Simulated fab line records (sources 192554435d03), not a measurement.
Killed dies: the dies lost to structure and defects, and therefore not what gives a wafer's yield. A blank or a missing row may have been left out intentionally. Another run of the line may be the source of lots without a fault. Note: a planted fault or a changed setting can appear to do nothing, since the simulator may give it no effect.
Split-lot study -- flow n5-finfet -- route with 1938 steps; 7 lots, 21 wafers read

## SPLIT DETAILS
At N5_BEOL_M4_COAT_67 (time 60 s, resist thk 60 nm), the setting spin-rpm was moved away from the recipe's 1500 rpm on 5 of the 21 wafers read, by -8.6% to +7.2%. For the rest of the wafers, this setting stayed at what the recipe calls for.

## FROM THE SPLIT TO THE READING: what the file shows between them, 9 steps
- N5_BEOL_M4_COAT_22: resist thk 30 nm (also split here: spin-rpm)
- N5_BEOL_M4_DESCUM_33: chemistry O2, time 7 s (also split here: time-s)
- N5_BEOL_M4_ETCH_77: etches underlayer in N2/H2, target depth 6.5 nm, time 5.2 s
- N5_BEOL_M4_ETCH_69: etches SiARC in CF4, target depth 15.6 nm, time 26 s
- N5_BEOL_M4_ALD_98: deposits SiO2, target thk 2.5 nm, pulse time 1 s, co reactant pulse time 1 s
- N5_BEOL_M4_ETCHBACK_99: etches SiO2 in CHF3, target depth 5 nm, time 10.4 s
- N5_BEOL_M4_ETCH_70: etches SOC in N2/H2, target depth 80 nm, overetch 24 nm, time 130 s
- N5_BEOL_M4_STRIP_71: strips in N2/H2
- N5_BEOL_M4_STRIP_78: strips in N2/H2

## THE READING
SOC_of_BEOL_M4_COAT_67.thk-nm (the simulator's own value, which no gauge read), in nm, at N5_BEOL_M4_VIA_ETCH_34 (etches the open film in C4F6/O2, target depth 69.4 nm, time 65.9 s). There is no usual value for it anywhere in the file. Across the 16 wafers here that went through the recipe, the average is 51.8 nm and the standard deviation 0.25 nm.

wafer,"tool, chamber at the split","spin-rpm as run, rpm",against the recipe,"SOC_of_BEOL_M4_COAT_67.thk-nm, nm",against lot-mates on the recipe
L075.1,"litho-track-03, 0",1500,recipe,51.8,-
L075.4,"litho-track-03, 0",1500,recipe,51.8,-
L075.5,"litho-track-03, 0",1608,+7.2%,50,-1.8
L078.1,"litho-track-03, 0",1500,recipe,51.8,-
L078.2,"litho-track-03, 0",1500,recipe,51.2,-
L078.4,"litho-track-03, 0",1500,recipe,52,-
L084.2,"litho-track-01, 0",1500,recipe,52.2,-
L084.3,"litho-track-01, 0",1500,recipe,51.8,-
L084.5,"litho-track-01, 0",1500,recipe,52,-
L085.2,"litho-track-01, 0",1594,+6.3%,49.8,-1.8
L085.4,"litho-track-01, 0",1500,recipe,51.8,-
L085.6,"litho-track-01, 0",1500,recipe,51.4,-
L089.1,"litho-track-03, 0",1500,recipe,51.6,-
L089.4,"litho-track-03, 0",1500,recipe,52.2,-
L089.5,"litho-track-03, 0",1500,recipe,51.8,-
L096.1,"litho-track-01, 0",1500,recipe,52,-
L096.2,"litho-track-01, 0",1371,-8.6%,54.8,+2.9
L096.3,"litho-track-01, 0",1500,recipe,51.8,-
L097.2,"litho-track-01, 0",1602,+6.8%,49.6,-2.2
L097.4,"litho-track-01, 0",1602,+6.8%,49.8,-2.0
L097.6,"litho-track-01, 0",1500,recipe,51.8,-

FIT RESULTS
A straight line over all 21 wafers: SOC_of_BEOL_M4_COAT_67.thk-nm changes by -0.313 nm for each +1% of spin-rpm; r = -0.97; the points scatter about the line by 0.26 nm.
The same after taking each lot's own level away (the mean of its wafers on the recipe; 21 wafers): -0.304 nm for each +1%; r = -0.98; scatter 0.22 nm.
On that fit, the largest move of spin-rpm shifts the reading by 2.6 nm.
Measured against the standard deviation above, the lots' own levels, which go from 51.60 to 52.00 nm, span 1.6 times it.
Consequently the slope shifts little with the lot-to-lot level, the two slopes agreeing.
Check: with one of the wafers moved furthest among these (-8.6%) left out of the fit, the line predicts +2.47 nm for it against its lot-mates. Against them it came out at +2.9 nm.

## OTHER SPLITS ON THESE WAFERS
Other splits were also applied to these wafers ahead of the reading. Each is held against what the fit with the lots' levels taken away leaves over:
other split on the same wafers,wafers away from the commonest value,r with SOC_of_BEOL_M4_COAT_67.thk-nm (lot level and that fit taken away)
N5_BEOL_M2_SPUTTER_48 time-s,5,+0.31
N5_BEOL_M4_COAT_22 spin-rpm,7,-0.24
N5_BEOL_M4_DESCUM_33 time-s,8,-0.03

## THE WHOLE CHAIN: every reading that the file lists as answering this split, in the file's order
step,what it does,reading,change (the file's fit),r (the file's)
N5_BEOL_M4_COAT_67,"time 60 s, resist thk 60 nm","SOC_of_BEOL_M4_COAT_67.thk-nm (the simulator's own value, which no gauge read)",-0.28 nm for each +1% of the setting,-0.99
N5_BEOL_M4_ETCH_70,"etches SOC in N2/H2, target depth 80 nm, overetch 24 nm, time 130 s","etch.depth-nm (the simulator's own value, which no gauge read)",-0.286 nm for each +1% of the setting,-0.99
N5_BEOL_M4_VIA_ETCH_34,"etches the open film in C4F6/O2, target depth 69.4 nm, time 65.9 s","SOC_of_BEOL_M4_COAT_67.thk-nm (the simulator's own value, which no gauge read)",-0.3 nm for each +1% of the setting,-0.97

## THE FILE'S OWN FIT
SOC_of_BEOL_M4_COAT_67.thk-nm changes by -0.3 nm for each +1% of spin-rpm, r = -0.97.
